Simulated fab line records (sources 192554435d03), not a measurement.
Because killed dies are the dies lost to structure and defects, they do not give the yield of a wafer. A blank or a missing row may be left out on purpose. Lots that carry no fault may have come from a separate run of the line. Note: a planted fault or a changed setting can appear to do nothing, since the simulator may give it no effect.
fab line records + flow n5_finfet
record
- lots=5
- wafers=15
- last_day=19
route steps=1938 shown BEOL_M9@1435
lots untouched by any fault: they come from a run of this same line in which no faults occurred
start_h: hours from the record's first day to the start of the lot's first wafer shown + wait_h: how many hours have passed since the lot's step before this one + " the same as in the row above + L1.1+2: a single row standing in for several wafers + - either no value or no given start + * or withheld: withheld + < > ~ a bound
route shown NAME@n: NAME is a module with steps in the file, n the number in the route of the first one + usual: mean/standard deviation taken from wafers without a fault + same: alike in all rows + chamber/n: place in a boat + sites: the reading at each site + _std_site: the values' standard deviation + _edge_site: inner sites' mean taken away from outer sites' mean + radius_mm: how far each site lies from the wafer's centre + mask NAME#n: copy n + behind: the most recent tool/chamber to have shaped the wafer + hold: why the lot went on hold/how many hours it stayed there/how the hold came to an end + device: the n, p or np transistor that did not switch + end of line: the route-end tests of the same wafers + for a step that has no rows: nothing shown but its recipe + killed: dies that structure and defects cost at the first sort, which is not the same as the wafer's yield + map: dies across one wafer; x = killed, . = not, _ = none there
set.NAME: setting as actually run; set.NAME@STEP: the setting as run at that earlier step + model.NAME: the simulator's own value behind a step, which no gauge read
lots at some steps of the route; a table a step, a row a wafer
services: from which hour (start_h, from the record's first day; less than 0 if before it) a tool's chamber was out of use, for how many hours, and why
## steps
# step N5_BEOL_M9_OVL_MEAS_29
# recipe
- points_per_wafer=522
# usual
- V8_OVL=-0.2/0.78
# same
- points_per_wafer=522
| lot.wafer | tool       | chamber | start_h | wait_h | V8_OVL[nm] |
|-----------|------------|---------|---------|--------|------------|
| L126.1    | overlay-01 | 0       | 243.10  | 0.0    | 0.1        |
| L126.5    | "          | 0       | "       | "      | -0.1       |
| L126.6    | "          | 0       | "       | "      | 1.3        |
| L135.1    | overlay-01 | 0       | 294.30  | 0.0    | 0.2        |
| L135.2    | "          | 0       | "       | "      | -0.4       |
| L135.3    | "          | 0       | "       | "      | -1.4       |
| L137.1    | overlay-01 | 0       | 297.26  | 0.0    | -0.1       |
| L137.4    | "          | 0       | "       | "      | -1.7       |
| L137.5    | "          | 0       | "       | "      | -0.7       |
| L142.2    | overlay-02 | 0       | 326.59  | 0.0    | -0.1       |
| L142.3    | "          | 0       | "       | "      | 0.6        |
| L142.6    | "          | 0       | "       | "      | -0.3       |
| L145.1    | overlay-01 | 0       | 382.44  | 0.0    | -0.4       |
| L145.2    | "          | 0       | "       | "      | -0.9       |
| L145.6    | "          | 0       | "       | "      | -0.6       |
# step N5_BEOL_M9_INSPECT_30
# recipe
- mode=adi
- inspect_instrument=brightfield
# usual
- raw_defect_count=417/82
| lot.wafer | tool              | chamber | start_h | wait_h | raw_defect_count |
|-----------|-------------------|---------|---------|--------|------------------|
| L126.1    | defect_inspect-02 | -       | 243.15  | 0.1    | 389              |
| L126.5    | "                 | -       | "       | "      | 364              |
| L126.6    | "                 | -       | "       | "      | 442              |
| L135.1    | defect_inspect-02 | -       | 294.36  | 0.1    | 444              |
| L135.2    | "                 | -       | "       | "      | 354              |
| L135.3    | "                 | -       | "       | "      | 405              |
| L137.1    | defect_inspect-02 | -       | 297.32  | 0.1    | 406              |
| L137.4    | "                 | -       | "       | "      | 358              |
| L137.5    | "                 | -       | "       | "      | 376              |
| L142.2    | defect_inspect-01 | -       | 326.65  | 0.0    | 379              |
| L142.3    | "                 | -       | "       | "      | 431              |
| L142.6    | "                 | -       | "       | "      | 361              |
| L145.1    | defect_inspect-01 | -       | 382.50  | 0.1    | 368              |
| L145.2    | "                 | -       | "       | "      | 417              |
| L145.6    | "                 | -       | "       | "      | 444              |
# step N5_BEOL_M9_DESCUM_33
# recipe
- chemistry=O2
- time_s=7
- source_power_w=50
- bias_power_w=20
- pressure_mtorr=20
- rf_frequency_hz=2.712e+07
- temp_c=40
- resist=CAR-EUV
- o2_flow_sccm=225
# step N5_BEOL_M9_ETCH_76
# recipe
- chemistry=N2/H2
- target=underlayer
- target_depth_a=65
- mask_material=CAR-EUV
- time_s=5.2
- ion_energy_ev=200
- pressure_mtorr=30
- source_w=840
- bias_w=150
- n2_flow_sccm=200
- h2_flow_sccm=200
- ends=cleared
# usual
- drypump_motor_current_A=5.6/0.47
- etch_rf_on_time_s=5.25/0.15
- h2_flow_sccm=200.0/0.6
- oes_product_au=0.69/0.089
- rf_vpp_V=524.5/2.5
- showerhead_plenum_p_Torr=2.57/0.077
- throttle_valve_pct=17.9/0.31
| lot.wafer | tool        | chamber | start_h | wait_h | drypump_motor_current_A | etch_rf_on_time_s | h2_flow_sccm | oes_product_au | rf_hours_counter_h | rf_vpp_V | showerhead_plenum_p_Torr | throttle_valve_pct |
|-----------|-------------|---------|---------|--------|-------------------------|-------------------|--------------|----------------|--------------------|----------|--------------------------|--------------------|
| L126.1    | rie_diel-05 | 1       | 243.28  | 0.0    | 5.5                     | 5.49              | 201.1        | 0.57           | 231                | 522.1    | 2.53                     | 18.1               |
| L126.5    | "           | 1       | "       | "      | 5.5                     | 5.48              | 199.9        | 0.57           | -                  | 522.1    | 2.53                     | 18.1               |
| L126.6    | "           | 0       | "       | "      | 6.5                     | 5.23              | 200.3        | 0.60           | -                  | 525.9    | 2.61                     | 18.2               |
| L135.1    | rie_diel-05 | 1       | 294.43  | 0.0    | 5.6                     | 5.54              | 200.8        | 0.56           | 246                | 523.8    | 2.52                     | 18.1               |
| L135.2    | "           | 3       | "       | "      | 5.2                     | 5.19              | 199.9        | 0.78           | 14                 | 523.0    | 2.51                     | 18.1               |
| L135.3    | "           | 0       | "       | "      | 6.5                     | 5.20              | 200.2        | 0.59           | 227                | 524.4    | 2.60                     | 18.2               |
| L137.1    | rie_diel-04 | 1       | 297.43  | 0.0    | 6.2                     | 5.14              | 199.8        | 0.84           | 10                 | 526.5    | 2.72                     | 17.9               |
| L137.4    | "           | 2       | "       | "      | 4.9                     | 5.19              | 200.0        | 0.66           | 124                | 525.1    | 2.56                     | 17.8               |
| L137.5    | "           | 3       | "       | "      | 5.0                     | 5.28              | 199.8        | 0.70           | -                  | 527.3    | 2.57                     | 17.4               |
| L142.2    | rie_diel-04 | 0       | 326.81  | 0.0    | 5.3                     | 5.26              | 199.8        | 0.74           | 52                 | 527.9    | 2.66                     | 17.3               |
| L142.3    | "           | 2       | "       | "      | 4.9                     | 5.07              | 199.6        | 0.66           | 134                | 523.4    | 2.56                     | 17.8               |
| L142.6    | "           | 1       | "       | "      | 6.2                     | 5.08              | 199.8        | 0.82           | -                  | 528.0    | 2.71                     | 17.9               |
| L145.1    | rie_diel-05 | 2       | 382.74  | 0.0    | 5.8                     | 5.28              | 200.0        | 0.71           | 84                 | 521.3    | 2.47                     | 17.6               |
| L145.2    | "           | 1       | "       | "      | 5.5                     | 5.37              | 199.4        | 0.77           | 17                 | 520.6    | 2.52                     | 17.8               |
| L145.6    | "           | 1       | "       | "      | 5.5                     | 5.35              | 199.5        | 0.77           | -                  | 521.4    | 2.52                     | 17.8               |
# step N5_BEOL_M9_ETCH_65
# recipe
- chemistry=CF4
- target=SiARC
- target_depth_a=156
- mask_material=CAR-EUV
- time_s=26
- ion_energy_ev=80
- pressure_mtorr=40
- source_w=545
- bias_w=36
- Ar_flow_sccm=100
- cf4_flow_sccm=100
- ends=cleared
# step N5_BEOL_M9_ETCH_66
# recipe
- chemistry=N2/H2
- target=SOC
- target_depth_a=800
- overetch_a=160
- mask_material=SiARC
- temp_c=40
- time_s=120
- ion_energy_ev=200
- pressure_mtorr=30
- source_w=840
- bias_w=150
- n2_flow_sccm=200
- h2_flow_sccm=200
# usual
- drypump_motor_current_A=5.6/0.46
- h2_flow_sccm=200.0/0.68
- oes_product_au=0.62/0.072
- rf_vpp_V=524.5/2.4
- showerhead_plenum_p_Torr=2.57/0.077
- throttle_valve_pct=17.8/0.31
| lot.wafer | tool        | chamber | start_h | wait_h | drypump_motor_current_A | h2_flow_sccm | oes_product_au | rf_hours_counter_h | rf_vpp_V | showerhead_plenum_p_Torr | throttle_valve_pct |
|-----------|-------------|---------|---------|--------|-------------------------|--------------|----------------|--------------------|----------|--------------------------|--------------------|
| L126.1    | rie_diel-05 | 1       | 243.33  | 0.0    | 5.6                     | 199.9        | 0.53           | 231                | 522.1    | 2.53                     | 18.0               |
| L126.5    | "           | 1       | "       | "      | 5.5                     | 199.3        | 0.53           | -                  | 523.7    | 2.53                     | 18.1               |
| L126.6    | "           | 0       | "       | "      | 6.5                     | 200.6        | 0.55           | -                  | 524.1    | 2.61                     | 18.1               |
| L135.1    | rie_diel-05 | 1       | 294.47  | 0.0    | 5.5                     | 199.9        | 0.52           | 246                | 523.4    | 2.52                     | 18.1               |
| L135.2    | "           | 3       | "       | "      | 5.3                     | 199.9        | 0.71           | 14                 | 522.7    | 2.51                     | 18.0               |
| L135.3    | "           | 0       | "       | "      | 6.5                     | 199.4        | 0.54           | 227                | 526.2    | 2.60                     | 18.2               |
| L137.1    | rie_diel-04 | 1       | 297.47  | 0.0    | 6.2                     | 199.9        | 0.73           | 10                 | 527.6    | 2.72                     | 17.8               |
| L137.4    | "           | 2       | "       | "      | 5.0                     | 199.4        | 0.59           | 124                | 524.1    | 2.56                     | 17.8               |
| L137.5    | "           | 3       | "       | "      | 5.0                     | 199.8        | 0.64           | -                  | 526.1    | 2.57                     | 17.4               |
| L142.2    | rie_diel-04 | 0       | 326.85  | 0.0    | 5.3                     | 200.3        | 0.66           | 52                 | 527.6    | 2.66                     | 17.2               |
| L142.3    | "           | 2       | "       | "      | 4.9                     | 200.4        | 0.59           | 134                | 524.4    | 2.56                     | 17.8               |
| L142.6    | "           | 1       | "       | "      | 6.2                     | 200.0        | 0.72           | -                  | 529.3    | 2.71                     | 17.9               |
| L145.1    | rie_diel-05 | 2       | 382.78  | 0.0    | 5.8                     | 200.8        | 0.64           | 84                 | 522.2    | 2.47                     | 17.6               |
| L145.2    | "           | 1       | "       | "      | 5.5                     | 200.5        | 0.70           | 17                 | 520.9    | 2.52                     | 17.8               |
| L145.6    | "           | 1       | "       | "      | 5.5                     | 199.9        | 0.70           | -                  | 522.6    | 2.52                     | 17.8               |
# step N5_BEOL_M9_STRIP_69
# recipe
- chemistry=N2/H2
- temp_c=40
- n2_flow_sccm=200
- h2_flow_sccm=200
- rf_frequency_hz=6e+07
# step N5_BEOL_M9_STRIP_77
# recipe
- chemistry=N2/H2
- temp_c=40
- n2_flow_sccm=200
- h2_flow_sccm=200
- rf_frequency_hz=6e+07
# step N5_BEOL_M9_VIA_ETCH_34
# recipe
- chemistry=C4F6/O2
- target=SiCOH_lowk
- target_depth_a=1824
- mask_material=SOC
- taper_deg=4
- time_s=68.4
- ion_energy_ev=250
- pressure_mtorr=30
- source_w=345
- bias_w=185
- Ar_flow_sccm=300
- C4F6_flow_sccm=10
- O2_flow_sccm=10
# usual
- C4F6_flow_sccm=10.00/0.032
- drypump_motor_current_A=5.6/0.46
- oes_ar_750_au=0.81/0.098
- oes_product_au=0.81/0.1
- rf_vpp_V=668/20
- showerhead_plenum_p_Torr=2.88/0.096
- throttle_valve_pct=20.87/0.3
| lot.wafer | tool        | chamber | start_h | wait_h | C4F6_flow_sccm | drypump_motor_current_A | oes_ar_750_au | oes_product_au | rf_hours_counter_h | rf_vpp_V | showerhead_plenum_p_Torr | throttle_valve_pct |
|-----------|-------------|---------|---------|--------|----------------|-------------------------|---------------|----------------|--------------------|----------|--------------------------|--------------------|
| L126.1    | rie_diel-05 | 1       | 243.43  | 0.0    | 9.95           | 5.5                     | 0.67          | 0.67           | 231                | 662      | 2.78                     | 20.79              |
| L126.5    | "           | 1       | "       | "      | 9.95           | 5.5                     | 0.67          | 0.66           | -                  | 660      | 2.78                     | 20.80              |
| L126.6    | "           | 0       | "       | "      | 9.97           | 6.5                     | 0.71          | 0.70           | -                  | 692      | 2.97                     | 21.43              |
| L135.1    | rie_diel-05 | 1       | 294.57  | 0.0    | 10.01          | 5.5                     | 0.66          | 0.66           | 246                | 660      | 2.77                     | 20.79              |
| L135.2    | "           | 3       | "       | "      | 10.03          | 5.2                     | 0.92          | 0.93           | 14                 | 656      | 2.76                     | 20.74              |
| L135.3    | "           | 0       | "       | "      | 9.99           | 6.5                     | 0.70          | 0.69           | 227                | 693      | 2.96                     | 21.45              |
| L137.1    | rie_diel-04 | 1       | 297.57  | 0.0    | 10.02          | 6.2                     | 0.98          | 0.96           | 10                 | 691      | 3.07                     | 21.10              |
| L137.4    | "           | 2       | "       | "      | 9.98           | 4.9                     | 0.78          | 0.78           | 124                | 632      | 2.87                     | 20.90              |
| L137.5    | "           | 3       | "       | "      | 9.98           | 5.0                     | 0.81          | 0.83           | -                  | 680      | 2.92                     | 20.67              |
| L142.2    | rie_diel-04 | 0       | 326.95  | 0.0    | 9.98           | 5.3                     | 0.86          | 0.86           | 52                 | 701      | 2.99                     | 20.42              |
| L142.3    | "           | 2       | "       | "      | 9.98           | 4.9                     | 0.77          | 0.77           | 134                | 634      | 2.86                     | 20.90              |
| L142.6    | "           | 1       | "       | "      | 10.01          | 6.2                     | 0.95          | 0.95           | -                  | 692      | 3.07                     | 21.12              |
| L145.1    | rie_diel-05 | 2       | 382.88  | 0.0    | 10.03          | 5.7                     | 0.84          | 0.82           | 84                 | 648      | 2.74                     | 20.57              |
| L145.2    | "           | 1       | "       | "      | 10.03          | 5.5                     | 0.90          | 0.91           | 17                 | 660      | 2.76                     | 20.57              |
| L145.6    | "           | 1       | "       | "      | 10.00          | 5.6                     | 0.89          | 0.92           | -                  | 660      | 2.76                     | 20.57              |
# step N5_BEOL_M9_STRIP_73
# recipe
- chemistry=C4F6/O2
- resist=SiARC
- rf_frequency_hz=6e+07
# step N5_BEOL_M9_STRIP_36
# recipe
- chemistry=N2/H2
- power_w=450
- temp_c=40
- pressure_mtorr=20
- rf_frequency_hz=6e+07
- overash_fraction=0.3
- bias_power_w=7
- h2_frac=0.5
- n2_flow_sccm=200
- h2_flow_sccm=200
# step N5_BEOL_M9_TRENCH_ETCH_37
# recipe
- chemistry=C4F6/O2
- target_depth_a=1514.3
- target=SiCOH_lowk
- time_s=49
- ion_energy_ev=250
- pressure_mtorr=30
- source_w=345
- bias_w=185
- Ar_flow_sccm=300
- C4F6_flow_sccm=10
- O2_flow_sccm=10
# usual
- C4F6_flow_sccm=10.001/0.028
- drypump_motor_current_A=5.6/0.46
- oes_ar_750_au=0.81/0.098
- oes_product_au=0.81/0.1
- rf_vpp_V=668/20
- showerhead_plenum_p_Torr=2.88/0.096
- throttle_valve_pct=20.9/0.3
| lot.wafer | tool        | chamber | start_h | wait_h | C4F6_flow_sccm | drypump_motor_current_A | oes_ar_750_au | oes_product_au | rf_hours_counter_h | rf_vpp_V | showerhead_plenum_p_Torr | throttle_valve_pct |
|-----------|-------------|---------|---------|--------|----------------|-------------------------|---------------|----------------|--------------------|----------|--------------------------|--------------------|
| L126.1    | rie_diel-05 | 1       | -       | -      | 9.993          | 5.5                     | 0.66          | 0.67           | 231                | 662      | 2.78                     | 20.8               |
| L126.5    | "           | 1       | "       | "      | 10.012         | 5.5                     | 0.67          | 0.68           | -                  | 661      | 2.78                     | 20.8               |
| L126.6    | "           | 0       | "       | "      | 10.004         | 6.5                     | 0.71          | 0.70           | -                  | 692      | 2.97                     | 21.5               |
| L135.1    | rie_diel-05 | 1       | -       | -      | 10.021         | 5.5                     | 0.67          | 0.66           | 246                | 660      | 2.77                     | 20.8               |
| L135.2    | "           | 3       | "       | "      | 9.953          | 5.3                     | 0.92          | 0.92           | 14                 | 657      | 2.76                     | 20.8               |
| L135.3    | "           | 0       | "       | "      | 10.014         | 6.5                     | 0.70          | 0.69           | 227                | 692      | 2.96                     | 21.5               |
| L137.1    | rie_diel-04 | 1       | -       | -      | 10.030         | 6.2                     | 0.98          | 0.97           | 10                 | 692      | 3.07                     | 21.2               |
| L137.4    | "           | 2       | "       | "      | 10.072         | 4.9                     | 0.78          | 0.78           | 124                | 632      | 2.87                     | 20.9               |
| L137.5    | "           | 3       | "       | "      | 10.013         | 5.0                     | 0.82          | 0.84           | -                  | 681      | 2.92                     | 20.7               |
| L142.2    | rie_diel-04 | 0       | -       | -      | 10.029         | 5.3                     | 0.86          | 0.86           | 52                 | 701      | 2.99                     | 20.4               |
| L142.3    | "           | 2       | "       | "      | 9.983          | 4.9                     | 0.78          | 0.77           | 134                | 632      | 2.86                     | 20.9               |
| L142.6    | "           | 1       | "       | "      | 9.987          | 6.2                     | 0.95          | 0.94           | -                  | 692      | 3.07                     | 21.1               |
| L145.1    | rie_diel-05 | 2       | -       | -      | 10.009         | 5.8                     | 0.83          | 0.82           | 84                 | 648      | 2.74                     | 20.6               |
| L145.2    | "           | 1       | "       | "      | 10.071         | 5.5                     | 0.89          | 0.92           | 17                 | 659      | 2.76                     | 20.6               |
| L145.6    | "           | 1       | "       | "      | 10.020         | 5.5                     | 0.90          | 0.93           | -                  | 660      | 2.76                     | 20.6               |
# step N5_BEOL_M9_ETCH_41
# recipe
- chemistry=CH3F/O2
- target=SiCN
- target_depth_a=366
- taper_deg=2
- time_s=70.1
- ion_energy_ev=120
- mask_material=TiN
- pressure_mtorr=30
- source_w=395
- bias_w=75
- Ar_flow_sccm=150
- CH3F_flow_sccm=30
- O2_flow_sccm=20
# usual
- drypump_motor_current_A=5.6/0.46
- oes_product_au=0.81/0.1
- rf_vpp_V=297.7/1.6
- showerhead_plenum_p_Torr=2.02/0.071
- throttle_valve_pct=16.27/0.28
| lot.wafer | tool        | chamber | start_h | wait_h | drypump_motor_current_A | oes_product_au | rf_hours_counter_h | rf_vpp_V | showerhead_plenum_p_Torr | throttle_valve_pct | model.etch.depth_nm |
|-----------|-------------|---------|---------|--------|-------------------------|----------------|--------------------|----------|--------------------------|--------------------|---------------------|
| L126.1    | rie_diel-05 | 1       | 243.57  | -      | 5.5                     | 0.67           | 231                | 296.0    | 1.95                     | 16.32              | 25.63               |
| L126.5    | "           | 1       | "       | "      | 5.5                     | 0.67           | -                  | 298.0    | 1.95                     | 16.32              | 25.46               |
| L126.6    | "           | 0       | "       | "      | 6.5                     | 0.70           | -                  | 298.5    | 2.09                     | 16.80              | 26.22               |
| L135.1    | rie_diel-05 | 1       | 294.72  | -      | 5.6                     | 0.66           | 246                | 295.7    | 1.94                     | 16.34              | 25.44               |
| L135.2    | "           | 3       | "       | "      | 5.2                     | 0.92           | 14                 | 297.9    | 1.94                     | 16.14              | 26.74               |
| L135.3    | "           | 0       | "       | "      | 6.5                     | 0.69           | 227                | 297.4    | 2.08                     | 16.82              | 26.06               |
| L137.1    | rie_diel-04 | 1       | 297.72  | -      | 6.2                     | 0.97           | 10                 | 298.9    | 2.16                     | 16.33              | 26.84               |
| L137.4    | "           | 2       | "       | "      | 4.9                     | 0.77           | 124                | 298.3    | 2.01                     | 16.30              | 26.67               |
| L137.5    | "           | 3       | "       | "      | 5.0                     | 0.84           | -                  | 296.7    | 2.05                     | 15.99              | 26.57               |
| L142.2    | rie_diel-04 | 0       | 327.10  | -      | 5.3                     | 0.85           | 52                 | 299.5    | 2.11                     | 15.86              | 25.91               |
| L142.3    | "           | 2       | "       | "      | 4.9                     | 0.99           | 134                | 296.0    | 2.01                     | 16.34              | 39.16               |
| L142.6    | "           | 1       | "       | "      | 6.2                     | 0.93           | -                  | 300.6    | 2.16                     | 16.38              | 26.68               |
| L145.1    | rie_diel-05 | 2       | 383.02  | -      | 5.8                     | 0.83           | 84                 | 296.8    | 1.92                     | 16.02              | 26.1                |
| L145.2    | "           | 1       | "       | "      | 5.6                     | 0.92           | 17                 | 296.7    | 1.93                     | 15.95              | 26.84               |
| L145.6    | "           | 1       | "       | "      | 5.5                     | 0.92           | -                  | 297.3    | 1.93                     | 15.96              | 26.96               |
# step N5_BEOL_M9_STRIP_80
# recipe
- chemistry=N2/H2
- time_s=10
- power_w=450
- temp_c=40
- pressure_mtorr=20
- rf_frequency_hz=6e+07
- bias_power_w=7
- n2_flow_sccm=200
- h2_flow_sccm=200
# usual
- bias_power_w=7.003/0.02
- drypump_motor_current_A=5.6/0.47
- h2_flow_sccm=200.0/0.62
- oes_product_au=0.81/0.1
- rf_vpp_V=59.3/0.86
- showerhead_plenum_p_Torr=2.57/0.077
- throttle_valve_pct=23.7/0.37
| lot.wafer | tool        | chamber | start_h | wait_h | bias_power_w | drypump_motor_current_A | h2_flow_sccm | oes_product_au | rf_hours_counter_h | rf_vpp_V | showerhead_plenum_p_Torr | throttle_valve_pct |
|-----------|-------------|---------|---------|--------|--------------|-------------------------|--------------|----------------|--------------------|----------|--------------------------|--------------------|
| L126.1    | rie_diel-05 | 1       | -       | -      | 6.992        | 5.6                     | 200.0        | 0.68           | 231                | 59.4     | 2.53                     | 23.9               |
| L126.5    | "           | 1       | "       | "      | 6.973        | 5.5                     | 200.2        | 0.68           | -                  | 59.1     | 2.53                     | 23.9               |
| L126.6    | "           | 0       | "       | "      | 7.008        | 6.5                     | 198.9        | 0.69           | -                  | 60.0     | 2.60                     | 24.0               |
| L135.1    | rie_diel-05 | 1       | -       | -      | 7.033        | 5.5                     | 199.5        | 0.68           | 246                | 56.6     | 2.52                     | 23.9               |
| L135.2    | "           | 3       | "       | "      | 7.007        | 5.3                     | 199.6        | 0.92           | 14                 | 59.1     | 2.51                     | 24.0               |
| L135.3    | "           | 0       | "       | "      | 6.987        | 6.5                     | 199.2        | 0.68           | 227                | 58.1     | 2.60                     | 24.1               |
| L137.1    | rie_diel-04 | 1       | -       | -      | 6.991        | 6.2                     | 200.1        | 0.98           | 10                 | 59.0     | 2.71                     | 24.0               |
| L137.4    | "           | 2       | "       | "      | 6.994        | 4.9                     | 199.7        | 0.77           | 124                | 59.2     | 2.56                     | 23.4               |
| L137.5    | "           | 3       | "       | "      | 7.062        | 5.0                     | 199.5        | 0.84           | -                  | 60.2     | 2.57                     | 23.2               |
| L142.2    | rie_diel-04 | 0       | -       | -      | 7.020        | 5.3                     | 200.1        | 0.84           | 52                 | 58.2     | 2.66                     | 23.0               |
| L142.3    | "           | 2       | "       | "      | 7.019        | 4.9                     | 200.5        | 0.76           | 134                | 60.0     | 2.55                     | 23.4               |
| L142.6    | "           | 1       | "       | "      | 6.997        | 6.2                     | 200.2        | 0.95           | -                  | 58.9     | 2.71                     | 24.0               |
| L145.1    | rie_diel-05 | 2       | -       | -      | 6.993        | 5.7                     | 199.7        | 0.81           | 84                 | 58.6     | 2.46                     | 23.4               |
| L145.2    | "           | 1       | "       | "      | 7.031        | 5.6                     | 200.4        | 0.94           | 17                 | 58.9     | 2.51                     | 23.8               |
| L145.6    | "           | 1       | "       | "      | 6.977        | 5.5                     | 200.5        | 0.94           | -                  | 58.7     | 2.51                     | 23.8               |
## services
| tool        | chamber | start_h | hours | kind                          |
|-------------|---------|---------|-------|-------------------------------|
| rie_diel-05 | 3       | 222.62  | -     | clean                         |
| rie_diel-05 | 3       | 222.62  | -     | consumable_replace:focus_ring |
| rie_diel-05 | 3       | 222.62  | 24.3  | scheduled_down                |
| rie_diel-05 | 3       | 222.62  | 24.3  | vent_cycle                    |
| rie_diel-05 | -       | 229.87  | 0.2   | repair                        |
| rie_diel-04 | 1       | 253.38  | -     | clean                         |
| rie_diel-04 | 1       | 253.38  | -     | consumable_replace:focus_ring |
| rie_diel-04 | 1       | 253.38  | -     | consumable_replace:showerhead |
| rie_diel-04 | 1       | 253.38  | 17.5  | scheduled_down                |
| rie_diel-04 | 1       | 253.38  | 17.5  | vent_cycle                    |
| rie_diel-05 | 1       | 305.69  | -     | clean                         |
| rie_diel-05 | 1       | 305.69  | -     | consumable_replace:focus_ring |
| rie_diel-05 | 1       | 305.69  | 27.6  | scheduled_down                |
| rie_diel-05 | 1       | 305.69  | 27.6  | vent_cycle                    |
| rie_diel-05 | -       | 319.34  | 2.8   | pm                            |
| rie_diel-04 | 0       | 324.21  | 1.2   | repair                        |
| rie_diel-05 | 0       | 365.17  | -     | clean                         |
| rie_diel-05 | 0       | 365.17  | -     | consumable_replace:focus_ring |
| rie_diel-05 | 0       | 365.17  | 17.0  | scheduled_down                |
| rie_diel-05 | 0       | 365.17  | 17.0  | vent_cycle                    |
## key
first_sign none at tools or gauges
model_effect
- step=N5_BEOL_M9_ETCH_41
- value=etch.depth_nm
- without=26.53
- struck=39.16
met_at N5_BEOL_M9_ETCH_41
struck_wafers L142.3
onset_between 297.72 327.10
fault
- kind=process_parameter_drift
- tool=rie_diel-04
- chamber=-
- onset_h=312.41
- steps=N5_BEOL_M9_ETCH_41
- channel=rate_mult
- offset=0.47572
- shape=step
- end_h=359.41
- scope=struck_wafers_only
